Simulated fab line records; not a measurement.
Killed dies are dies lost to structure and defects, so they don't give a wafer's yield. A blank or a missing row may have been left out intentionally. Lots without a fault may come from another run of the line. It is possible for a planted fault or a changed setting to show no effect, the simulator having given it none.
Which tool is to blame? | flow nand_harc | 24 lots with 72 wafers sampled at 6 steps, on a route of 1159 steps

== WHAT THE GAUGES SHOWED, per wafer ==
NHARC_A_STAIRCASE_INSPECT_155.
lot  | measured     | on                | raw_defect_count
L076 | day 14 12:11 | defect_inspect-01 | 372 237 262
L074 | day 14 11:32 | defect_inspect-01 | 323 288 564
L075 | day 14 10:58 | defect_inspect-02 | 362 402 234
L079 | day 14 18:05 | defect_inspect-01 | 282 313 183
L077 | day 15 01:56 | defect_inspect-01 | 339 319 444
L078 | day 15 00:26 | defect_inspect-01 | 329 228 284
L080 | day 15 00:13 | defect_inspect-01 | 239 252 194
L081 | day 15 04:41 | defect_inspect-02 | 467 466 608
L082 | day 16 10:13 | defect_inspect-01 | 243 231 270
L084 | day 16 16:31 | defect_inspect-02 | 343 365 370
L083 | day 16 17:48 | defect_inspect-02 | 332 261 353
L086 | day 16 16:08 | defect_inspect-02 | 426 416 367
L088 | day 16 18:14 | defect_inspect-01 | 445 299 348
L085 | day 16 16:26 | defect_inspect-01 | 318 201 279
L087 | day 17 10:52 | defect_inspect-02 | 589 474 697
L089 | day 17 11:31 | defect_inspect-02 | 667 496 819
L090 | day 18 02:15 | defect_inspect-01 | 298 335 288
L091 | day 18 14:54 | defect_inspect-02 | 404 343 473
L092 | day 18 13:01 | defect_inspect-02 | 292 217 451
L094 | day 18 11:09 | defect_inspect-02 | 783 389 671
L093 | day 18 11:26 | defect_inspect-01 | 285 309 368
L095 | day 19 08:46 | defect_inspect-02 | 339 349 289
L096 | day 19 14:20 | defect_inspect-02 | 670 536 458
L097 | day 19 13:28 | defect_inspect-02 | 659 312 409

== WHICH TOOL RAN EACH LOT (tool, then ch and the chambers of the sampled wafers, then the start) ==
lot  | NHARC_A_STAIRCASE_ETCH_21                     | NHARC_A_STAIRCASE_TRIM_24                     | NHARC_A_STAIRCASE_TRIM_191                    | NHARC_A_STAIRCASE_ETCH_201                    | NHARC_A_STAIRCASE_HM_DEP_462
L076 | rie_diel-08 ch 0,2,3, day 12 08:19 or earlier | rie_diel-08 ch 0,1, day 12 08:19 or earlier   | rie_diel-01 ch 1,2,3, day 12 08:19 or earlier | rie_diel-01 ch 2,3, day 12 08:19 or earlier   | acl_dep-01 ch 0, day 12 08:19
L074 | rie_diel-01 ch 0,1,2, day 12 10:34 or earlier | rie_diel-01 ch 0,1,2, day 12 10:34 or earlier | rie_diel-08 ch 0,1,2, day 12 10:34 or earlier | rie_diel-07 ch 1,2,3, day 12 10:34 or earlier | acl_dep-02 ch 0, day 12 10:34
L075 | rie_diel-07 ch 0,1, day 12 11:13 or earlier   | rie_diel-07 ch 1,2,3, day 12 11:13 or earlier | rie_diel-01 ch 2,3, day 12 11:13 or earlier   | rie_diel-01 ch 0,1, day 12 11:13 or earlier   | acl_dep-01 ch 0, day 12 11:13
L079 | rie_diel-08 ch 0,2, day 12 18:22 or earlier   | rie_diel-08 ch 0,3, day 12 18:22 or earlier   | rie_diel-08 ch 1,3, day 12 18:22 or earlier   | rie_diel-01 ch 0,1,2, day 12 18:22 or earlier | acl_dep-01 ch 0, day 12 18:22
L077 | rie_diel-01 ch 0,1,3, day 12 22:04 or earlier | rie_diel-01 ch 1,2,3, day 12 22:04 or earlier | rie_diel-08 ch 0,3, day 12 22:04 or earlier   | rie_diel-08 ch 0,1, day 12 22:04 or earlier   | acl_dep-01 ch 0, day 12 22:04
L078 | rie_diel-07 ch 0,2,3, day 12 20:51 or earlier | rie_diel-07 ch 0,1,3, day 12 20:51 or earlier | rie_diel-08 ch 0,1,3, day 12 20:51 or earlier | rie_diel-01 ch 0,2,3, day 12 20:51 or earlier | acl_dep-02 ch 0, day 12 20:51
L080 | rie_diel-01 ch 0,2,3, day 13 00:01 or earlier | rie_diel-01 ch 1,2, day 13 00:01 or earlier   | rie_diel-07 ch 0,1,3, day 13 00:01 or earlier | rie_diel-08 ch 0,3, day 13 00:01 or earlier   | acl_dep-03 ch 0, day 13 00:01
L081 | rie_diel-07 ch 1,3, day 13 04:04 or earlier   | rie_diel-07 ch 0,3, day 13 04:04 or earlier   | rie_diel-08 ch 1,2,3, day 13 04:04 or earlier | rie_diel-08 ch 0,1, day 13 04:04 or earlier   | acl_dep-02 ch 0, day 13 04:04
L082 | rie_diel-08 ch 0,1,2, day 14 06:28 or earlier | rie_diel-08 ch 0,2,3, day 14 06:28 or earlier | rie_diel-07 ch 1,2, day 14 06:28 or earlier   | rie_diel-01 ch 1,2,3, day 14 06:28 or earlier | acl_dep-02 ch 0, day 14 06:28
L084 | rie_diel-01 ch 1,2, day 14 10:38 or earlier   | rie_diel-01 ch 1,3, day 14 10:38 or earlier   | rie_diel-01 ch 0,1,2, day 14 10:38 or earlier | rie_diel-07 ch 1,2,3, day 14 10:38 or earlier | acl_dep-01 ch 0, day 14 10:38
L083 | rie_diel-07 ch 0,2,3, day 14 14:38 or earlier | rie_diel-07 ch 1,2,3, day 14 14:38 or earlier | rie_diel-07 ch 1,2,3, day 14 14:38 or earlier | rie_diel-07 ch 0,2,3, day 14 14:38 or earlier | acl_dep-03 ch 0, day 14 14:38
L086 | rie_diel-07 ch 0,1, day 14 17:46 or earlier   | rie_diel-07 ch 0,3, day 14 17:46 or earlier   | rie_diel-08 ch 0,1, day 14 17:46 or earlier   | rie_diel-08 ch 0,3, day 14 17:46 or earlier   | acl_dep-03 ch 0, day 14 17:46
L088 | rie_diel-07 ch 0,2,3, day 14 20:52 or earlier | rie_diel-07 ch 0,1, day 14 20:52 or earlier   | rie_diel-07 ch 0,1,3, day 14 20:52 or earlier | rie_diel-01 ch 0,3, day 14 20:52 or earlier   | acl_dep-02 ch 0, day 14 20:52
L085 | rie_diel-07 ch 1,2,3, day 14 22:35 or earlier | rie_diel-07 ch 0,3, day 14 22:35 or earlier   | rie_diel-07 ch 1,2, day 14 22:35 or earlier   | rie_diel-08 ch 2,3, day 14 22:35 or earlier   | acl_dep-01 ch 0, day 14 22:35
L087 | rie_diel-07 ch 1,3, day 15 11:10 or earlier   | rie_diel-07 ch 1,3, day 15 11:10 or earlier   | rie_diel-07 ch 0,2,3, day 15 11:10 or earlier | rie_diel-08 ch 0,2,3, day 15 11:10 or earlier | acl_dep-01 ch 0, day 15 11:10
L089 | rie_diel-07 ch 1,2,3, day 15 10:28 or earlier | rie_diel-07 ch 1,2,3, day 15 10:28 or earlier | rie_diel-01 ch 0,2,3, day 15 10:28 or earlier | rie_diel-01 ch 1,2,3, day 15 10:28 or earlier | acl_dep-03 ch 0, day 15 10:28
L090 | rie_diel-08 ch 0,1,3, day 16 00:19 or earlier | rie_diel-08 ch 0,2,3, day 16 00:19 or earlier | rie_diel-08 ch 0,1,2, day 16 00:19 or earlier | rie_diel-08 ch 2,3, day 16 00:19 or earlier   | acl_dep-03 ch 0, day 16 00:19
L091 | rie_diel-01 ch 1,2,3, day 16 09:05 or earlier | rie_diel-01 ch 0,1,2, day 16 09:05 or earlier | rie_diel-08 ch 0,3, day 16 09:05 or earlier   | rie_diel-01 ch 0,2,3, day 16 09:05 or earlier | acl_dep-03 ch 0, day 16 09:05
L092 | rie_diel-01 ch 0,1,2, day 16 09:10 or earlier | rie_diel-01 ch 0,1,3, day 16 09:10 or earlier | rie_diel-08 ch 0,2,3, day 16 09:10 or earlier | rie_diel-08 ch 0,2,3, day 16 09:10 or earlier | acl_dep-02 ch 0, day 16 09:10
L094 | rie_diel-07 ch 0,1,3, day 16 16:08 or earlier | rie_diel-07 ch 0,1,2, day 16 16:08 or earlier | rie_diel-01 ch 0,2,3, day 16 16:08 or earlier | rie_diel-08 ch 0,2,3, day 16 16:08 or earlier | acl_dep-01 ch 0, day 16 16:08
L093 | rie_diel-07 ch 1,2,3, day 16 16:36 or earlier | rie_diel-07 ch 0,1,2, day 16 16:36 or earlier | rie_diel-07 ch 0,2,3, day 16 16:36 or earlier | rie_diel-07 ch 0,2,3, day 16 16:36 or earlier | acl_dep-02 ch 0, day 16 16:36
L095 | rie_diel-08 ch 0,1,2, day 17 05:14 or earlier | rie_diel-08 ch 0,1,3, day 17 05:14 or earlier | rie_diel-01 ch 0,2,3, day 17 05:14 or earlier | rie_diel-01 ch 0,1,3, day 17 05:14 or earlier | acl_dep-01 ch 0, day 17 05:14
L096 | rie_diel-07 ch 1,3, day 17 13:08 or earlier   | rie_diel-07 ch 0,2, day 17 13:08 or earlier   | rie_diel-01 ch 1,2,3, day 17 13:08 or earlier | rie_diel-01 ch 2,3, day 17 13:08 or earlier   | acl_dep-01 ch 0, day 17 13:08
L097 | rie_diel-07 ch 0,1,3, day 17 13:53 or earlier | rie_diel-07 ch 0,1,3, day 17 13:53 or earlier | rie_diel-07 ch 0,2,3, day 17 13:53 or earlier | rie_diel-07 ch 1,2,3, day 17 13:53 or earlier | acl_dep-02 ch 0, day 17 13:53
- NHARC_A_STAIRCASE_ETCH_21: etches the open film in C4F8/O2, target depth 100 nm, time 40.5 s.
- NHARC_A_STAIRCASE_TRIM_24: chemistry O2, time 211.2 s.
- NHARC_A_STAIRCASE_TRIM_191: chemistry O2, time 211.2 s.
- NHARC_A_STAIRCASE_ETCH_201: etches the open film in C4F8/O2, target depth 100 nm, time 40.5 s.
- NHARC_A_STAIRCASE_HM_DEP_462: deposits aC, target thk 800 nm.

== AS READ BY THE TOOLS THEMSELVES (means over the sampled wafers that have a number; for cases with no such wafer, the mark the record gives instead) ==
NHARC_A_STAIRCASE_ETCH_21.
lot  | tool        | oes_product_au (a.u.) | rf_vpp_V (V)
L076 | rie_diel-08 | 0.959                 | 890
L074 | rie_diel-01 | 0.974                 | 892
L075 | rie_diel-07 | 0.966                 | 902
L079 | rie_diel-08 | 0.958                 | 890
L077 | rie_diel-01 | 0.969                 | 891
L078 | rie_diel-07 | 0.929                 | 899
L080 | rie_diel-01 | 0.930                 | 894
L081 | rie_diel-07 | 0.948                 | 895
L082 | rie_diel-08 | 0.968                 | 891
L084 | rie_diel-01 | 0.917                 | 895
L083 | rie_diel-07 | 0.937                 | 899
L086 | rie_diel-07 | 0.957                 | 898
L088 | rie_diel-07 | 0.929                 | 899
L085 | rie_diel-07 | 0.924                 | 896
L087 | rie_diel-07 | 0.923                 | 895
L089 | rie_diel-07 | 0.949                 | 894
L090 | rie_diel-08 | 0.940                 | 890
L091 | rie_diel-01 | 0.919                 | 894
L092 | rie_diel-01 | 0.940                 | 892
L094 | rie_diel-07 | 0.949                 | 898
L093 | rie_diel-07 | 0.953                 | 895
L095 | rie_diel-08 | 0.939                 | 891
L096 | rie_diel-07 | 0.973                 | 894
L097 | rie_diel-07 | 0.950                 | 898

NHARC_A_STAIRCASE_TRIM_24.
lot  | tool        | drypump_motor_current_A (A) | oes_product_au (a.u.) | rf_vpp_V (V) | showerhead_plenum_p_Torr (Torr) | throttle_valve_pct (%)
L076 | rie_diel-08 | 5.7                         | 1.011                 | 57.3         | 3.39                            | 17.036
L074 | rie_diel-01 | 5.9                         | 0.998                 | 57.7         | 3.43                            | 17.043
L075 | rie_diel-07 | 5.6                         | 1.009                 | 57.9         | 3.52                            | 17.040
L079 | rie_diel-08 | 5.6                         | 1.004                 | 57.2         | 3.33                            | 17.042
L077 | rie_diel-01 | 5.5                         | 0.996                 | 57.8         | 3.49                            | 17.027
L078 | rie_diel-07 | 5.6                         | 1.005                 | 58.5         | 3.59                            | 17.040
L080 | rie_diel-01 | 5.4                         | 0.999                 | 57.3         | 3.44                            | 17.020
L081 | rie_diel-07 | 5.6                         | 1.010                 | 57.8         | 3.68                            | 17.032
L082 | rie_diel-08 | 5.8                         | 1.009                 | 57.4         | 3.35                            | 17.039
L084 | rie_diel-01 | 5.3                         | 1.003                 | 57.2         | 3.43                            | 17.039
L083 | rie_diel-07 | 5.6                         | 1.003                 | 57.4         | 3.51                            | 17.042
L086 | rie_diel-07 | 5.5                         | 0.997                 | 57.7         | 3.58                            | 17.037
L088 | rie_diel-07 | 5.8                         | 1.013                 | 57.6         | 3.67                            | 17.037
L085 | rie_diel-07 | 5.5                         | 0.994                 | 58.3         | 3.58                            | 17.037
L087 | rie_diel-07 | 5.4                         | 1.003                 | 57.3         | 3.49                            | 17.036
L089 | rie_diel-07 | 5.7                         | 1.006                 | 57.8         | 3.51                            | 17.030
L090 | rie_diel-08 | 5.8                         | 1.000                 | 58.1         | 3.34                            | 17.027
L091 | rie_diel-01 | 6.0                         | 1.002                 | 56.6         | 3.41                            | 17.038
L092 | rie_diel-01 | 5.7                         | 1.003                 | 57.6         | 3.36                            | 17.033
L094 | rie_diel-07 | 5.8                         | 1.013                 | 58.0         | 3.59                            | 17.032
L093 | rie_diel-07 | 5.8                         | 1.007                 | 58.3         | 3.59                            | 17.030
L095 | rie_diel-08 | 5.6                         | 1.000                 | 58.1         | 3.37                            | 17.034
L096 | rie_diel-07 | 5.8                         | 1.015                 | 58.2         | 3.67                            | 17.030
L097 | rie_diel-07 | 5.6                         | 0.998                 | 57.8         | 3.56                            | 17.031

NHARC_A_STAIRCASE_TRIM_191.
lot  | tool        | drypump_motor_current_A (A) | oes_product_au (a.u.) | rf_vpp_V (V) | showerhead_plenum_p_Torr (Torr) | throttle_valve_pct (%)
L076 | rie_diel-01 | 5.5                         | 1.000                 | 57.1         | 3.49                            | 17.034
L074 | rie_diel-08 | 5.7                         | 1.004                 | 57.9         | 3.41                            | 17.034
L075 | rie_diel-01 | 5.6                         | 0.989                 | 59.1         | 3.53                            | 17.045
L079 | rie_diel-08 | 5.5                         | 1.002                 | 57.5         | 3.38                            | 17.016
L077 | rie_diel-08 | 5.6                         | 1.008                 | 57.4         | 3.33                            | 17.042
L078 | rie_diel-08 | 5.6                         | 1.005                 | 59.0         | 3.38                            | 17.032
L080 | rie_diel-07 | 5.6                         | 1.007                 | 57.7         | 3.59                            | 17.036
L081 | rie_diel-08 | 5.7                         | 0.996                 | 57.3         | 3.40                            | 17.042
L082 | rie_diel-07 | 5.9                         | 1.006                 | 58.4         | 3.53                            | 17.037
L084 | rie_diel-01 | 5.9                         | 0.996                 | 57.8         | 3.42                            | 17.041
L083 | rie_diel-07 | 5.6                         | 1.004                 | 57.9         | 3.51                            | 17.038
L086 | rie_diel-08 | 5.7                         | 0.999                 | 56.7         | 3.38                            | 17.031
L088 | rie_diel-07 | 5.5                         | 1.002                 | 58.0         | 3.58                            | 17.045
L085 | rie_diel-07 | 5.9                         | 1.018                 | 57.7         | 3.53                            | 17.037
L087 | rie_diel-07 | 5.7                         | 0.997                 | 57.5         | 3.59                            | 17.036
L089 | rie_diel-01 | 6.0                         | 0.995                 | 57.5         | 3.46                            | 17.036
L090 | rie_diel-08 | 5.8                         | 0.992                 | 57.4         | 3.39                            | 17.037
L091 | rie_diel-08 | 5.7                         | 0.996                 | 57.1         | 3.32                            | 17.042
L092 | rie_diel-08 | 5.8                         | 1.005                 | 56.9         | 3.34                            | 17.051
L094 | rie_diel-01 | 6.0                         | 1.007                 | 57.5         | 3.45                            | 17.025
L093 | rie_diel-07 | 5.7                         | 1.002                 | 58.3         | 3.59                            | 17.038
L095 | rie_diel-01 | 6.0                         | 1.001                 | 57.6         | 3.45                            | 17.034
L096 | rie_diel-01 | 5.5                         | 0.997                 | 56.8         | 3.46                            | 17.035
L097 | rie_diel-07 | 5.7                         | 1.007                 | 58.1         | 3.58                            | 17.031

NHARC_A_STAIRCASE_ETCH_201.
lot  | tool        | oes_product_au (a.u.) | rf_vpp_V (V)
L076 | rie_diel-01 | 0.928                 | 898
L074 | rie_diel-07 | 0.950                 | 896
L075 | rie_diel-01 | 0.938                 | 890
L079 | rie_diel-01 | 0.941                 | 892
L077 | rie_diel-08 | 0.941                 | 891
L078 | rie_diel-01 | 0.935                 | 894
L080 | rie_diel-08 | 0.949                 | 888
L081 | rie_diel-08 | 0.942                 | 890
L082 | rie_diel-01 | 0.937                 | 894
L084 | rie_diel-07 | 0.951                 | 895
L083 | rie_diel-07 | 0.928                 | 899
L086 | rie_diel-08 | 0.949                 | 888
L088 | rie_diel-01 | 0.938                 | 892
L085 | rie_diel-08 | 0.940                 | 889
L087 | rie_diel-08 | 0.942                 | 889
L089 | rie_diel-01 | 0.951                 | 893
L090 | rie_diel-08 | 0.949                 | 888
L091 | rie_diel-01 | 0.956                 | 892
L092 | rie_diel-08 | 0.951                 | 890
L094 | rie_diel-08 | 0.948                 | 889
L093 | rie_diel-07 | 0.943                 | 898
L095 | rie_diel-01 | 0.944                 | 890
L096 | rie_diel-01 | 0.940                 | 896
L097 | rie_diel-07 | 0.948                 | 895

NHARC_A_STAIRCASE_HM_DEP_462.
lot  | tool       | throttle_valve_pct (%)
L076 | acl_dep-01 | 35.005
L074 | acl_dep-02 | 35.000
L075 | acl_dep-01 | 34.998
L079 | acl_dep-01 | 35.004
L077 | acl_dep-01 | 35.005
L078 | acl_dep-02 | 34.998
L080 | acl_dep-03 | 34.993
L081 | acl_dep-02 | 34.998
L082 | acl_dep-02 | 34.998
L084 | acl_dep-01 | 35.010
L083 | acl_dep-03 | 34.993
L086 | acl_dep-03 | 34.994
L088 | acl_dep-02 | 35.001
L085 | acl_dep-01 | 34.999
L087 | acl_dep-01 | 34.999
L089 | acl_dep-03 | 34.992
L090 | acl_dep-03 | 35.003
L091 | acl_dep-03 | 35.001
L092 | acl_dep-02 | 35.004
L094 | acl_dep-01 | 35.007
L093 | acl_dep-02 | 34.997
L095 | acl_dep-01 | 34.991
L096 | acl_dep-01 | 35.005
L097 | acl_dep-02 | 34.999

== THE ANSWER, worked out from the rows above alone ==
Rule: what is usual is taken from the lots themselves. Put in order of their means at a reading, lots are off if they are a third of the lots or fewer, leave a main group of 4 or more, and stand apart from it by a gap of 3 or more times the standard deviation of the main group's means; of several such gaps the widest counts. If all means in a main group match to the digits the tables above print for the reading, that group is not used. Also off: a lot with no number at a reading for which 4 or more lots have one. All remaining lots with rows at the step are treated as sound. The gauges are gone through in route order, then the tools' own readings, and for those a lot's mean is taken as printed above. The first step at which some lot is off is used, and at that step the reading that is off furthest; a lot without a number counts as furthest.
Nothing can be told from this: no lot is off at any reading shown.

== WHAT HAD BEEN PUT IN BY THE SIMULATOR ==
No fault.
